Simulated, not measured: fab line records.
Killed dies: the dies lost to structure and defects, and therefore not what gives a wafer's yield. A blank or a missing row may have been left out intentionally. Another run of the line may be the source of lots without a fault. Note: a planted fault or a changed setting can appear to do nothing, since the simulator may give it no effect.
Matching of chambers :: flow nand harc :: 4 sister chambers for NHARC_THIN_TSV_CMP_01 on cmp-03
The step polishes. 8 wafers are shown with their chamber, then 10 later ones without.

## EACH WAFER AND ITS CHAMBER
wafer: L084.1
chamber: 2
motor current A (A): 11.7

wafer: L084.3
chamber: 0
motor current A (A): 11.2

wafer: L084.5
chamber: 3
motor current A (A): 12.3

wafer: L088.1
chamber: 2
motor current A (A): 11.3

wafer: L088.3
chamber: 3
motor current A (A): 11.4

wafer: L088.6
chamber: 1
motor current A (A): 9.1

wafer: L087.1
chamber: 0
motor current A (A): 11.4

wafer: L087.3
chamber: 1
motor current A (A): 9.0

## WAFERS WITHOUT THEIR CHAMBER
wafer: L087.5
motor current A (A): 11.7

wafer: L090.1
motor current A (A): 11.2

wafer: L090.3
motor current A (A): 11.4

wafer: L090.5
motor current A (A): 11.3

wafer: L092.3
motor current A (A): 10.7

wafer: L092.4
motor current A (A): 9.6

wafer: L092.6
motor current A (A): 9.2

wafer: L095.1
motor current A (A): 10.8

wafer: L095.4
motor current A (A): 9.7

wafer: L095.5
motor current A (A): 11.4

## WHICH CHAMBER EACH ONE RAN IN
wafer: L087.5
from the rows above: can't be placed: 3 or 2 or 0
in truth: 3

wafer: L090.1
from the rows above: can't be placed: 0 or 2 or 3
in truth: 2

wafer: L090.3
from the rows above: can't be placed: 0 or 2 or 3
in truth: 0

wafer: L090.5
from the rows above: can't be placed: 0 or 2 or 3
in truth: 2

wafer: L092.3
from the rows above: can't be placed: 0 or 2 or 3
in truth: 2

wafer: L092.4
from the rows above: 1
in truth: 1

wafer: L092.6
from the rows above: 1
in truth: 1

wafer: L095.1
from the rows above: can't be placed: 0 or 2 or 3
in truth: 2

wafer: L095.4
from the rows above: 1
in truth: 1

wafer: L095.5
from the rows above: can't be placed: 0 or 2 or 3
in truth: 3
Placed correctly: 3 of 10. Not placeable from these rows: 7 (in 7, the candidates include the true chamber). Number placed wrongly: 0.
How it was worked out, from the rows above alone: a wafer's distance from a chamber is the root of the sum, over the readings, of the square of ((its reading less the chamber's mean) divided by the reading's scatter). If the next closest chamber is less than 2 further off than the closest, the wafer can't be placed; otherwise it belongs to the closest. Each chamber's mean is taken over the wafers shown for it. The scatter: the root of (the sum of the squares of (reading less its chamber's mean) over the shown wafers, divided by (wafers less chambers)).
